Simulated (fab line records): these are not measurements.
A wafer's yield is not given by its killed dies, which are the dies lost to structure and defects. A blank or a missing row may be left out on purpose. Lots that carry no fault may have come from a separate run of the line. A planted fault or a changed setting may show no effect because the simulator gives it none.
Split-lot study | flow n5-finfet | 39 wafers read from 7 lots, route of 1938 steps

THE SPLIT
At N5_DUMMY_GATE_ETCH_42 (etches SiO2 in CHF3/O2, target depth 3.5 nm, time 31 s), the setting bias-w was moved away from the recipe's 12 W on 12 of the 39 wafers read, by -15.4% to +15.7%. All remaining wafers had this setting at the recipe value.

The reading comes from the split's own step.

THE READING
rf-vpp-V, in V, at N5_DUMMY_GATE_ETCH_42 (etches SiO2 in CHF3/O2, target depth 3.5 nm, time 31 s). A value of 42.6 V with a standard deviation of 0.91 V is what fault-free wafers of this fab line usually give.

wafer  | tool, chamber at the split | bias-w as run, W | against the recipe | rf-vpp-V, V | against lot-mates on the recipe
L075.1 | rie-diel-06, 0             | 12               | recipe             | 43.8        | -
L075.2 | rie-diel-06, 1             | 12               | recipe             | 41.5        | -
L075.4 | rie-diel-06, 2             | 12               | recipe             | 40.9        | -
L078.1 | rie-diel-01, 0             | 12               | recipe             | 43.2        | -
L078.2 | rie-diel-01, 3             | 12               | recipe             | 42.4        | -
L078.3 | rie-diel-01, 2             | 12               | recipe             | 41.8        | -
L078.4 | rie-diel-01, 1             | 12               | recipe             | 42.7        | -
L078.5 | rie-diel-01, 1             | 12               | recipe             | 43.4        | -
L078.6 | rie-diel-01, 2             | 12               | recipe             | 41.8        | -
L080.1 | rie-diel-03, 3             | 12               | recipe             | 42.3        | -
L080.2 | rie-diel-03, 0             | 12               | recipe             | 42.5        | -
L080.3 | rie-diel-03, 2             | 12               | recipe             | 44.4        | -
L080.4 | rie-diel-03, 2             | 10.15            | -15.4%             | 37.5        | -5.6
L080.5 | rie-diel-03, 3             | 10.15            | -15.4%             | 36.3        | -6.8
L080.6 | rie-diel-03, 0             | 10.15            | -15.4%             | 37.8        | -5.3
L082.1 | rie-diel-01, 1             | 12               | recipe             | 41.5        | -
L082.2 | rie-diel-01, 0             | 12               | recipe             | 43.3        | -
L082.3 | rie-diel-01, 3             | 10.15            | -15.4%             | 37.2        | -4.9
L082.4 | rie-diel-01, 2             | 10.15            | -15.4%             | 37.5        | -4.6
L082.5 | rie-diel-01, 0             | 12               | recipe             | 41.6        | -
L082.6 | rie-diel-01, 1             | 10.15            | -15.4%             | 37.0        | -5.1
L089.1 | rie-diel-06, 2             | 12               | recipe             | 41.9        | -
L089.2 | rie-diel-06, 1             | 12               | recipe             | 43.1        | -
L089.3 | rie-diel-06, 0             | 12               | recipe             | 43.3        | -
L089.4 | rie-diel-06, 3             | 13.68            | +14.0%             | 46.6        | +3.8
L089.5 | rie-diel-06, 1             | 13.68            | +14.0%             | 46.8        | +4.0
L089.6 | rie-diel-06, 2             | 13.68            | +14.0%             | 46.5        | +3.7
L090.1 | rie-diel-01, 2             | 12               | recipe             | 44.2        | -
L090.2 | rie-diel-01, 0             | 12               | recipe             | 43.7        | -
L090.3 | rie-diel-01, 3             | 12               | recipe             | 42.0        | -
L090.4 | rie-diel-01, 1             | 12               | recipe             | 43.4        | -
L090.5 | rie-diel-01, 1             | 12               | recipe             | 41.9        | -
L090.6 | rie-diel-01, 2             | 12               | recipe             | 43.2        | -
L092.1 | rie-diel-06, 2             | 13.88            | +15.7%             | 47.0        | +3.2
L092.2 | rie-diel-06, 3             | 12               | recipe             | 44.2        | -
L092.3 | rie-diel-06, 1             | 13.88            | +15.7%             | 46.4        | +2.6
L092.4 | rie-diel-06, 0             | 12               | recipe             | 43.5        | -
L092.5 | rie-diel-06, 3             | 12               | recipe             | 43.7        | -
L092.6 | rie-diel-06, 0             | 13.88            | +15.7%             | 49.0        | +5.2

FIT RESULTS
A straight line over all 39 wafers: rf-vpp-V changes by +0.326 V for each +1% of bias-w; r = +0.95; the points scatter about the line by 0.93 V.
The same after taking each lot's own level away (the mean of its wafers on the recipe; 39 wafers): +0.302 V for each +1%; r = +0.95; scatter 0.89 V.
The reading moves by 4.7 V for the largest change in bias-w, on that fit.
Measured against the standard deviation above, the lots' own levels, which go from 42.07 to 43.80 V, span 1.9 times it.
Hence the lot-to-lot level has little effect on the slope; both slopes agree.
Check: +4.69 V against its lot-mates is what the line predicts for one of the wafers moved furthest among these (+15.7%) when that wafer is left out of the fit. It came out at +3.2 V against them.
Tool readings at the split's step, against how far the setting was moved: rf-vpp-V r = +0.95.

OTHER SPLITS ON THESE WAFERS
Other splits were also applied to these wafers ahead of the reading. Each is held against what the fit with the lots' levels taken away leaves over:
other split on the same wafers | wafers away from the commonest value | r with rf-vpp-V (lot level and that fit taken away)
N5_DUMMY_GATE_ETCH_32 time-s   | 15                                   | -0.15

THE FILE'S OWN FIT
rf-vpp-V changes by +0.302 V for each +1% of bias-w, r = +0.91.
